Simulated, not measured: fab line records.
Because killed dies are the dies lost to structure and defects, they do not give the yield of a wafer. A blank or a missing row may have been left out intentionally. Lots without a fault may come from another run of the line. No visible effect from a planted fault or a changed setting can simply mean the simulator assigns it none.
A struck lot beside a sound one    flow nand harc    14 out of 1159 route steps
Sound: wafers L720.1, L720.3, L720.5. Struck: wafer L716.6 (left out: L716.1, L716.5 of the same lot, which were not struck); the cause appears at the end.
Per side, at each step with rows, come the tool, then ch with its chambers, and then its first start. Under that, the readings that differ: sound wafers    struck wafers    difference of the means    sigmas: that difference in standard deviations of wafers without a fault.
alike: same words and numbers on both sides, and readings whose means sit less than 2 such deviations apart. not compared: any withheld reading, any reading some wafer has no value for, any bound like >300 that may hide the same value, and any number with overlapping values for which the record gives no deviation.
Wherever a step has rows on one side only, a row that says differs or no value, or a row with sigmas, the two part there. Numbers that have no deviation but don't overlap get no sigmas and don't part them. A reading missing from all wafers of one side parts the sides only when that side holds two or more wafers.

first, 9 steps without rows for these wafers: NHARC_THIN_TSV_PVD_24 (deposits Al, target thk 800 nm); NHARC_THIN_TSV_DEHYDRATE_25 (time 120 s); NHARC_THIN_TSV_HMDS_26 (time 30 s); NHARC_THIN_TSV_COAT_27; NHARC_THIN_TSV_SOFTBAKE_28 (time 95 s); NHARC_THIN_TSV_EBR_29; NHARC_THIN_TSV_EXPOSE_30 (exposes mask PAD); NHARC_THIN_TSV_PEB_31 (peb time 85 s); NHARC_THIN_TSV_DEVELOP_32 (time 70 s).
NHARC_THIN_TSV_CD_MEAS_33 targets a cd of 5000 nm.
  sound on cd sem-01 ch 0, day 24 11:43; struck on cd sem-03 ch 0, day 23 00:31
  alike: cd nm
then, 1 step without rows for these wafers: NHARC_THIN_TSV_HARDBAKE_34 (time 80 s).
NHARC_THIN_TSV_DESCUM_35: chemistry O2, time 3 s.
  sound on rie diel-02 ch 0,1,3, day 24 11:54; struck on rie diel-02 ch 0, day 23 00:43
reading                 sound                 struck  difference  sigmas
throttle valve pct (%)  11.319 11.300 11.312  11.287  -0.023      -3
  alike: drypump motor current A, mfc ar sccm, oes product au, rf vpp V, showerhead plenum p Torr
  not compared: rf hours counter h
NHARC_THIN_TSV_ETCH_59: etches the open film in Cl2/BCl3, target depth 880 nm, time 138.1 s.
  sound on rie metal-03 ch 0,1, day 24 12:02; struck on rie metal-01 ch 0, day 23 00:50
reading           sound              struck  difference  sigmas
run length s (s)  159.7 160.4 158.9  71.6    -88.1       -99 or more
  alike: drypump motor current A, oes product au, throttle valve pct
  not compared: rf hours counter h
NHARC_THIN_TSV_ETCH_36: etches the open film in Cl2/BCl3, target depth 65 nm, time 18.571 s.
  sound on rie metal-03 ch 0,1, day 24 12:16; struck on rie metal-01 ch 1, day 23 01:04
  alike: drypump motor current A, oes product au, run length s
  not compared: rf hours counter h

## WHERE THEY PART
Earliest at NHARC_THIN_TSV_DESCUM_35; latest, in this record, at NHARC_THIN_TSV_ETCH_59. Later steps at which nothing parts them and some readings are alike: NHARC_THIN_TSV_ETCH_36.

WHY: whatever the simulator had introduced
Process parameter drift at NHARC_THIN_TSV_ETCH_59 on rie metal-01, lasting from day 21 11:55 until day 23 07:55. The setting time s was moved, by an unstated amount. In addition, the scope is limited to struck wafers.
